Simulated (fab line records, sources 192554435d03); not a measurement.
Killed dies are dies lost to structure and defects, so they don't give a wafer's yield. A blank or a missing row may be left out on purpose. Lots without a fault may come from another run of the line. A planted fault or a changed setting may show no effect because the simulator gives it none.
fab line records | flow n5_finfet
record lots=3 wafers=9 last_day=17
route steps=1938 shown BEOL_M2@919 BEOL_M3@931 BEOL_M4@1111 PASSIVATION@1936
lots that met no fault: from a run of the same line without faults
start_h: hours from the record's first day to the start of the lot's first wafer shown | wait_h: hours since the lot's step before | " the same as in the row above | L1.1+2: a row that stands for several wafers | - no value, or no start given | * or withheld: withheld | < > ~ a bound
route shown NAME@n: a module of which the file shows steps, and the number in the route of the first | usual: mean/standard deviation of fault-free wafers | same: alike in all rows | chamber/n: place in a boat | sites: the reading at each site | _std_site: their standard deviation | _edge_site: outer sites' mean less inner sites' | radius_mm: how far each site lies from the wafer's centre | mask NAME#n: copy n | behind: the tool/chamber that last shaped the wafer | hold: why the lot was held/for how many hours/how that ended | device: the transistor (n, p or np) that didn't switch | end of line: the same wafers' tests at the end of the route | a step without rows: its recipe alone | killed: dies lost to structure and defects at the first sort, not the wafer's yield | map: a wafer's dies, x killed, . not, _ none there
set.NAME: the setting as run; set.NAME@STEP: as run at that earlier step | model.NAME: the simulator's own value behind a step, which no gauge read
lots at some steps of the route; a table a step, a row a wafer
services: from which hour (start_h, from the record's first day; less than 0 if before it) a tool's chamber was out of use, for how many hours, and why
## steps
# step N5_BEOL_M2_ANNEAL_95
# recipe temp_c=400 time_s=240 ambient=vacuum
# step N5_BEOL_M2_SPUTTER_96
# recipe material=Cu target_thk_a=45 temp_c=-20 chamber_pressure_pa=0.07 power_w=withheld time_s=8.29
# step N5_BEOL_M2_ECD_50
# recipe material=Cu target_thk_a=3000
# step N5_BEOL_M2_ANNEAL_51
# recipe temp_c=225 time_s=90 ambient=N2
# step N5_BEOL_M2_CMP_52
# recipe stop_on=SiOC t_overpolish_s=6.8 down_force_psi=1 platen_rpm=50 clearing_platen_down_force_psi=1.5 clearing_platen_rpm=50 post_cmp_clean=cu_alkaline target_thk_nm=40 clearing_platen_pad_velocity_m_s=0.99484 pad_velocity_m_s=0.99484
# step N5_BEOL_M2_PRE_CLEAN_60
# recipe gas=NH3/H2 time_s=15 temp_c=* rf_power_w=300
# step N5_BEOL_M2_CO_CAP_55
# recipe material=Co target_thk_a=20 temp_c=200 precursor=CCTBA/H2 pressure_torr=30 time_s=102.1
# step N5_BEOL_M2_PRE_CLEAN_56
# recipe gas=NH3 time_s=15 temp_c=withheld rf_power_w=300
# step N5_BEOL_M2_DEP_57
# recipe material=SiCN target_thk_a=80 temp_c=withheld precursor=3MS/NH3 pressure_torr=3 rf_w=202 time_s=14
# step N5_BEOL_M3_ILD_DEP_00
# recipe material=SiOC target_thk_a=790 temp_c=350 precursor=DEMS/O2 pressure_torr=5 rf_w=500 time_s=15.3
# usual heater_power_w=448/69 showerhead_plenum_p_Torr=5.695/0.021 throttle_valve_pct=11.9/0.43
# columns lot.wafer tool chamber start_h wait_h heater_power_w showerhead_plenum_p_Torr throttle_valve_pct model.SiOC_of_BEOL_M3_ILD_DEP_00.thk_nm
L969.3 pecvd-04 1 240.73 0.0 427 5.692 12.2 79.8
L969.5 " 1 " " 416 5.686 12.3 80.6
L969.6 " 2 " " 470 5.711 11.4 79.6
L971.1 pecvd-04 1 246.75 0.0 363 5.702 12.4 78.6
L971.4 " 1 " " 355 5.689 12.3 79
L971.6 " 1 " " 361 5.679 12.3 78.8
L972.2 pecvd-04 0 256.18 0.0 315 5.707 12.7 78
L972.5 " 1 " " 367 5.680 12.3 117.6
L972.6 " 2 " " 471 5.720 11.5 79.2
# step N5_BEOL_M3_THK_MEAS_01
# recipe reads=SiOC_of_BEOL_M3_ILD_DEP_00
# usual M3_ILD_THK=78.8/0.95
# columns lot.wafer tool chamber start_h wait_h M3_ILD_THK[nm]
L969.3 film_metro-01 - 240.80 0.1 79.8
L969.5 " - " " 80.7
L969.6 " - " " 79.7
L971.1 film_metro-01 - 246.83 0.1 78.5
L971.4 " - " " 79.0
L971.6 " - " " 78.9
L972.2 film_metro-02 - 256.25 0.1 78.0
L972.5 " - " " 117.7
L972.6 " - " " 79.2
# step N5_BEOL_M3_PECVD_72
# recipe material=SiO2 target_thk_a=160 temp_c=400 precursor=TEOS/O2 pressure_torr=5.5 rf_w=450 teos_flow_sccm=53.8 gas=O2 flow_sccm=3000 time_s=18
# step N5_BEOL_M3_HM_DEP_02
# recipe material=TiN target_thk_a=200 temp_c=25 chamber_pressure_pa=0.49996
# step N5_BEOL_M3_COAT_61
# recipe resist=SOC temp_c=250 time_s=60 spin_rpm=1500 resist_thk_nm=60
# step N5_BEOL_M3_COAT_62
# recipe resist=SiARC temp_c=220 time_s=60 spin_rpm=1500 resist_thk_nm=12
# step N5_BEOL_M3_COAT_73
# recipe resist=underlayer temp_c=205 time_s=60 spin_rpm=1500 resist_thk_nm=5
# step N5_BEOL_M3_COAT_05
# recipe resist=CAR-EUV spin_rpm=1500 resist_thk_nm=30
# step N5_BEOL_M3_EBR_07
# recipe solvent=PGMEA ebr_width_mm=1.5
# step N5_BEOL_M3_SOFTBAKE_06
# recipe temp_c=110 time_s=60 resist=CAR-EUV
# step N5_BEOL_M3_EXPOSE_08
# recipe mask_id=M3 na=0.33 source_shape=dipole sigma_inner=0.369 sigma_outer=0.767 polarization=unpolarized dose_mj=33
# step N5_BEOL_M3_PEB_09
# recipe peb_temp_c=100 peb_time_s=60 resist=CAR-EUV
# step N5_BEOL_M3_DEVELOP_10
# recipe develop_time_s=30 developer=TMAH resist=CAR-EUV rinse_liquid=surfactant_rinse dry=air_spin dev_temp_c=23
# step N5_BEOL_M3_DESCUM_16
# recipe chemistry=O2 time_s=7 source_power_w=50 bias_power_w=20 pressure_mtorr=20 rf_frequency_hz=2.712e+07 temp_c=40 resist=CAR-EUV o2_flow_sccm=225
# step N5_BEOL_M3_ETCH_74
# recipe chemistry=N2/H2 target=underlayer target_depth_a=65 mask_material=CAR-EUV time_s=5.2 ion_energy_ev=200 pressure_mtorr=30 source_w=840 bias_w=150 n2_flow_sccm=200 h2_flow_sccm=200 ends=cleared
# step N5_BEOL_M3_ETCH_63
# recipe chemistry=CF4 target=SiARC target_depth_a=156 mask_material=CAR-EUV time_s=26 ion_energy_ev=80 pressure_mtorr=40 source_w=545 bias_w=36 Ar_flow_sccm=100 cf4_flow_sccm=100 ends=cleared
# step N5_BEOL_M3_ETCH_64
# recipe chemistry=N2/H2 target=SOC target_depth_a=750 overetch_a=150 mask_material=SiARC temp_c=40 time_s=112.5 ion_energy_ev=200 pressure_mtorr=30 source_w=840 bias_w=150 n2_flow_sccm=200 h2_flow_sccm=200
# step N5_BEOL_M3_STRIP_65
# recipe chemistry=N2/H2 temp_c=40 n2_flow_sccm=200 h2_flow_sccm=200 rf_frequency_hz=6e+07
# step N5_BEOL_M3_STRIP_75
# recipe chemistry=N2/H2 temp_c=40 n2_flow_sccm=200 h2_flow_sccm=200 rf_frequency_hz=6e+07
# step N5_BEOL_M3_STRIP_66
# recipe chemistry=CF4 resist=SiARC power_w=300 bias_power_w=75 pressure_mtorr=50 cf4_flow_sccm=150 rf_frequency_hz=6e+07
# step N5_BEOL_M3_HM_OPEN_17
# recipe chemistry=Cl2/BCl3 target_depth_a=200 overetch_a=60 target=TiN mask_material=SOC ion_energy_ev=150 pressure_mtorr=10 icp_w=1000 bias_w=126 Cl2_flow_sccm=53.25 bcl3_flow_sccm=21.75 Ar_flow_sccm=25
# step N5_BEOL_M3_STRIP_19
# recipe chemistry=O2 power_w=400 temp_c=40 pressure_mtorr=30 rf_frequency_hz=6e+07 bias_power_w=0 overash_fraction=0.2 o2_flow_sccm=225
# step N5_BEOL_M3_COAT_67
# recipe resist=SOC temp_c=250 time_s=60 spin_rpm=1500 resist_thk_nm=60
# step N5_BEOL_M3_COAT_68
# recipe resist=SiARC temp_c=220 time_s=60 spin_rpm=1500 resist_thk_nm=12
# step N5_BEOL_M3_COAT_76
# recipe resist=underlayer temp_c=205 time_s=60 spin_rpm=1500 resist_thk_nm=5
# step N5_BEOL_M3_COAT_22
# recipe resist=CAR-EUV spin_rpm=1500 resist_thk_nm=30
# step N5_BEOL_M3_CMP_52
# recipe stop_on=SiOC t_overpolish_s=6.8 down_force_psi=1 platen_rpm=50 clearing_platen_down_force_psi=1.5 clearing_platen_rpm=50 post_cmp_clean=cu_alkaline target_thk_nm=40 clearing_platen_pad_velocity_m_s=0.99484 pad_velocity_m_s=0.99484
# usual clearing_platen_down_force_psi=1.500/0.0031 motor_current_A=5.9/0.43
# columns lot.wafer tool chamber start_h wait_h clearing_platen_down_force_psi motor_current_A model.Cu_of_BEOL_M3_ECD_50.thk_nm model.SiOC_of_BEOL_M3_ILD_DEP_00.thk_nm
L969.3 cmp-04 1 264.65 0.3 1.498 5.5 40.4 76.8
L969.5 " 2 " " 1.503 5.4 42.4 77.6
L969.6 " 3 " " 1.500 6.7 40.4 76.6
L971.4 cmp-04 2 271.06 2.8 1.508 5.1 40.4 76
L971.1 " 0 " " 1.502 6.1 38.2 75.6
L971.6 " 2 " " 1.505 5.4 39.4 75.8
L972.2 cmp-04 3 273.96 0.2 1.503 6.5 38.8 75
L972.5 " 3 " " 1.502 6.4 78.8 114.6
L972.6 " 0 " " 1.500 6.2 40.6 76.2
# step N5_BEOL_M4_RC_MEAS_101
# usual DIBL_N=36.5/1.9 DIBL_P=36.4/2.2 IOFF_N=0.17/0.034 IOFF_P=0.21/0.036 ION_N=678/12 ION_P=462/7.1 SS_N=71.7/0.61 SS_P=73.4/0.71 VT_N=249/3.5 VT_P=-251/3
# columns lot.wafer tool chamber start_h wait_h DIBL_N[mV/V] DIBL_P[mV/V] IOFF_N[nA/um] IOFF_P[nA/um] ION_N[uA/um] ION_P[uA/um] SS_N[mV/dec] SS_P[mV/dec] VT_N[mV] VT_P[mV]
L969.3 prober-01 0 276.82 0.3 36.4 34.9 0.13 0.18 655 452 71.4 73.2 254 -254
L969.5 " 0 " " 37.6 36.7 0.16 0.20 669 457 71.6 72.9 251 -254
L969.6 " 0 " " 36.6 35.1 0.14 0.18 679 458 71.3 73.1 249 -255
L971.1 prober-02 0 282.52 0.0 35.1 34.5 0.13 0.18 653 452 71.7 73.2 253 -253
L971.4 " 0 " " 34.2 34.1 0.13 0.18 664 455 71.0 72.9 251 -251
L971.6 " 0 " " 36.2 36.1 0.16 0.21 673 460 71.8 73.8 252 -251
L972.2 prober-02 0 294.74 0.2 32.7 33.2 0.10 0.15 666 457 71.2 72.3 259 -255
L972.6 " 0 " " 37.3 38.2 0.17 0.22 680 468 71.7 73.7 249 -251
# step N5_PASSIVATION_PROBE_49
# usual defect_limited_yield=91.0/1.5 killed_at_M0_to_M3=35/11 killed_at_M4_up=13/5 killed_at_contacts=12/5.9 killed_at_front_end=42/13 killed_at_other=3/3.2 killed_dies=106/18 killed_on_rim=14/4.2 killed_open=69/13 killed_short=35/8.9 sort_bin_5_function=5.2/0.95 sort_bin_6_memory=3.3/0.71 sort_n_pass=1074/18 sort_yield_pct=91.0/1.5
# same gross_dies=1180 killed_at_back_side=0 sort_bin_4_leakage[%]=0 sort_bin_8_speed[%]=0
# columns lot.wafer tool chamber start_h wait_h defect_limited_yield[%] killed_at_M0_to_M3 killed_at_M4_up killed_at_contacts killed_at_front_end killed_at_other killed_dies killed_on_rim killed_open killed_short sort_bin_5_function[%] sort_bin_6_memory[%] sort_n_pass sort_yield_pct[%]
L969.3 prober-02 - 377.21 0.2 89.0 47 16 13 48 6 130 17 80 50 5.7 4.6 1050 89.0
L969.5 prober-02 - 377.31 0.3 89.5 39 13 14 51 7 124 13 82 40 5.4 4.7 1056 89.5
L969.6 prober-02 - 377.36 0.4 91.6 27 8 9 49 6 99 11 57 42 5.2 2.5 1081 91.6
L971.1 prober-01 - 392.04 0.0 92.0 30 17 16 29 2 94 14 72 22 5.1 2.7 1086 92.0
L971.4 prober-01 - 392.19 0.2 93.1 20 11 7 40 4 82 11 58 24 4.2 2.6 1098 93.1
L971.6 prober-01 - 392.29 0.3 90.8 26 12 13 45 12 108 26 59 41 4.6 3.3 1072 90.8
L972.2 prober-02 - 402.39 0.1 92.7 20 7 17 36 6 86 10 63 21 4.7 2.5 1094 92.7
L972.5 prober-02 - 402.54 0.2 0 1111 13 10 41 5 1180 152 66 29 97.2 2.5 0 0
L972.6 prober-02 - 402.59 0.3 94.0 27 8 6 30 0 71 10 46 21 3.8 2.2 1109 94.0
# killed by level:class
L969.3 BEOL_M2:geometric_particle:open=16 FIN_SAQP:geometric_particle:open=8 MOL_CONTACT_COAG:geometric_particle:open=8 BEOL_M0_SAQP:geometric_particle:open=8 FIN_SAQP:geometric_particle:short=7 GATE_CUT:geometric_particle:open=7 GATE_CUT:geometric_particle:short=7 BEOL_M0_SAQP:geometric_particle:short=7
L969.5 STI_FIN_REVEAL:geometric_particle:open=15 MOL_CONTACT_COAG:geometric_particle:open=12 BEOL_M3:geometric_particle:open=11 FIN_SAQP:geometric_particle:short=9 BEOL_M2:geometric_particle:open=9 BEOL_M0_SAQP:geometric_particle:short=7 BEOL_M1:geometric_particle:open=6 DUMMY_GATE:geometric_particle:short=4
L969.6 FIN_SAQP:geometric_particle:short=9 STI_FIN_REVEAL:geometric_particle:open=8 MOL_CONTACT_COAG:geometric_particle:open=8 BEOL_M0_SAQP:geometric_particle:short=7 GATE_CUT:geometric_particle:short=6 BEOL_M2:geometric_particle:open=6 GATE_CUT:geometric_particle:open=5 STARTING-WAFER:geometric_particle:short=5
L971.1 MOL_CONTACT_COAG:geometric_particle:open=13 FIN_SAQP:geometric_particle:open=11 BEOL_M1:geometric_particle:open=10 BEOL_M3:geometric_particle:open=8 STI_FIN_REVEAL:geometric_particle:open=7 BEOL_M4:geometric_particle:open=7 BEOL_M0_SAQP:geometric_particle:short=5 BEOL_M4:geometric_particle:short=4
L971.4 FIN_SAQP:geometric_particle:open=11 BEOL_M4:geometric_particle:open=7 DUMMY_GATE:geometric_particle:open=6 GATE_CUT:geometric_particle:short=5 BEOL_M1:geometric_particle:open=5 STI_FIN_REVEAL:geometric_particle:open=4 MOL_CONTACT_COAG:geometric_particle:open=4 BEOL_M0_SAQP:geometric_particle:open=4
L971.6 STI_FIN_REVEAL:geometric_particle:open=10 MOL_CONTACT_COAG:geometric_particle:open=9 HKMG_FIN:area_etch=7 GATE_CUT:geometric_particle:short=6 BEOL_M0_SAQP:geometric_particle:open=6 MIM_TOP_ETCH:geometric_particle:short=5 MIM_TOP_ETCH:geometric_particle:open=5 MOL_CONTACT_COAG:geometric_particle:short=4
L972.2 MOL_CONTACT_COAG:geometric_particle:open=15 FIN_SAQP:geometric_particle:open=11 STI_FIN_REVEAL:geometric_particle:open=6 FIN_SAQP:geometric_particle:short=5 BEOL_M0:geometric_particle:open=5 BEOL_M2:geometric_particle:open=5 STARTING-WAFER:geometric_particle:open=5 BEOL_M3:geometric_particle:open=4
L972.5 BEOL_M3:area_dep=1085 FIN_SAQP:geometric_particle:open=12 BEOL_M4:geometric_particle:open=8 STI_FIN_REVEAL:geometric_particle:open=5 MOL_CONTACT_COAG:geometric_particle:short=5 MOL_CONTACT_COAG:geometric_particle:open=5 BEOL_M1:geometric_particle:open=5 BEOL_M2:geometric_particle:open=5
L972.6 BEOL_M3:geometric_particle:open=12 STI_FIN_REVEAL:geometric_particle:open=8 BEOL_M0_SAQP:geometric_particle:open=6 FIN_SAQP:geometric_particle:open=4 MOL_CONTACT_COAG:geometric_particle:open=4 BEOL_M0_SAQP:geometric_particle:short=4 STARTING-WAFER:geometric_particle:short=3 FIN_SAQP:geometric_particle:short=2
# map L972.5 (x killed, . not)
_________________xxxxxxxxxxxx________________
______________xxxxxxxxxxxxxxxxxx_____________
___________xxxxxxxxxxxxxxxxxxxxxxxx__________
__________xxxxxxxxxxxxxxxxxxxxxxxxxx_________
________xxxxxxxxxxxxxxxxxxxxxxxxxxxxxx_______
_______xxxxxxxxxxxxxxxxxxxxxxxxxxxxxxxx______
______xxxxxxxxxxxxxxxxxxxxxxxxxxxxxxxxxx_____
_____xxxxxxxxxxxxxxxxxxxxxxxxxxxxxxxxxxxx____
____xxxxxxxxxxxxxxxxxxxxxxxxxxxxxxxxxxxxxx___
___xxxxxxxxxxxxxxxxxxxxxxxxxxxxxxxxxxxxxxxx__
___xxxxxxxxxxxxxxxxxxxxxxxxxxxxxxxxxxxxxxxx__
__xxxxxxxxxxxxxxxxxxxxxxxxxxxxxxxxxxxxxxxxxx_
__xxxxxxxxxxxxxxxxxxxxxxxxxxxxxxxxxxxxxxxxxx_
_xxxxxxxxxxxxxxxxxxxxxxxxxxxxxxxxxxxxxxxxxxxx
_xxxxxxxxxxxxxxxxxxxxxxxxxxxxxxxxxxxxxxxxxxxx
_xxxxxxxxxxxxxxxxxxxxxxxxxxxxxxxxxxxxxxxxxxxx
_xxxxxxxxxxxxxxxxxxxxxxxxxxxxxxxxxxxxxxxxxxxx
_xxxxxxxxxxxxxxxxxxxxxxxxxxxxxxxxxxxxxxxxxxxx
_xxxxxxxxxxxxxxxxxxxxxxxxxxxxxxxxxxxxxxxxxxxx
_xxxxxxxxxxxxxxxxxxxxxxxxxxxxxxxxxxxxxxxxxxxx
_xxxxxxxxxxxxxxxxxxxxxxxxxxxxxxxxxxxxxxxxxxxx
__xxxxxxxxxxxxxxxxxxxxxxxxxxxxxxxxxxxxxxxxxx_
__xxxxxxxxxxxxxxxxxxxxxxxxxxxxxxxxxxxxxxxxxx_
___xxxxxxxxxxxxxxxxxxxxxxxxxxxxxxxxxxxxxxxx__
___xxxxxxxxxxxxxxxxxxxxxxxxxxxxxxxxxxxxxxxx__
____xxxxxxxxxxxxxxxxxxxxxxxxxxxxxxxxxxxxxx___
_____xxxxxxxxxxxxxxxxxxxxxxxxxxxxxxxxxxxx____
______xxxxxxxxxxxxxxxxxxxxxxxxxxxxxxxxxx_____
_______xxxxxxxxxxxxxxxxxxxxxxxxxxxxxxxx______
________xxxxxxxxxxxxxxxxxxxxxxxxxxxxxx_______
__________xxxxxxxxxxxxxxxxxxxxxxxxxx_________
___________xxxxxxxxxxxxxxxxxxxxxxxx__________
______________xxxxxxxxxxxxxxxxxx_____________
_________________xxxxxxxxxxxx________________
# map L971.6 (x killed, . not)
_________________......x..x..________________
______________............xxx..x_____________
___________........................__________
__________......x............x......_________
________................x...x........._______
_______....x.x.........................______
______..................x......x..x....._____
_____...x..x..........x..................____
____.................x...x................___
___x..x..................................x.__
___x.x........x....................x....x..__
__.....x.......................x............_
__x..............................x......x..._
_.........x..............xx..................
_x.....................x...............x.x..x
_.......................x...................x
_.......x.....................xx..........x..
_x.....x...x.................x...............
_.x..................x......x...x............
_.........x..................................
_..................x...x...x.x...............
__................x......x...........x......_
__x....x.................x.............x.xx._
___x................x......x.......x..x....__
___x....x........x...........x.............__
____.x.......x...........................x___
_____..........x.x..........x............____
______x...x..........xxx.x.xx...x......x_____
_______..........x......x............x.______
________................x.......x..x.x_______
__________......x.................x._________
___________....x......x........x...__________
______________...........x......_____________
_________________...........x________________
## services
# columns tool chamber start_h hours kind
pecvd-04 0 245.24 6.4 repair
cmp-04 - 250.04 4.0 pm
cmp-04 - 254.04 - consumable_replace:conditioner
cmp-04 - 254.04 - consumable_replace:pad
cmp-04 - 268.18 0.3 repair
## key
first_sign step=N5_BEOL_M3_THK_MEAS_01 reading=M3_ILD_THK direction=up sigmas=41 usual=78.8 struck=117.7
effect step=N5_PASSIVATION_PROBE_49 reading=killed_at_M0_to_M3 direction=up sigmas=99 usual=35 struck=1111
model_effect step=N5_BEOL_M3_ILD_DEP_00 value=SiOC_of_BEOL_M3_ILD_DEP_00.thk_nm without=80.2 struck=117.6
model_effect step=N5_BEOL_M3_CMP_52 value=Cu_of_BEOL_M3_ECD_50.thk_nm without=41.4 struck=78.8
more_kills_born_at N5_BEOL_M3_ILD_DEP_00@pecvd-04=1085
met_at N5_BEOL_M3_ILD_DEP_00
struck_wafers L972.5
later_rows_left_out L972.5
onset_between 246.75 256.18
fault kind=process_parameter_drift tool=pecvd-04 chamber=- onset_h=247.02 steps=N5_BEOL_M3_ILD_DEP_00 channel=time_s offset=* shape=step end_h=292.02 scope=struck_wafers_only acts_in=* stated=*
# later_rows_left_out: the simulator's readings of these wafers behind a module that went badly wrong aren't trusted and aren't shown, but for the sort
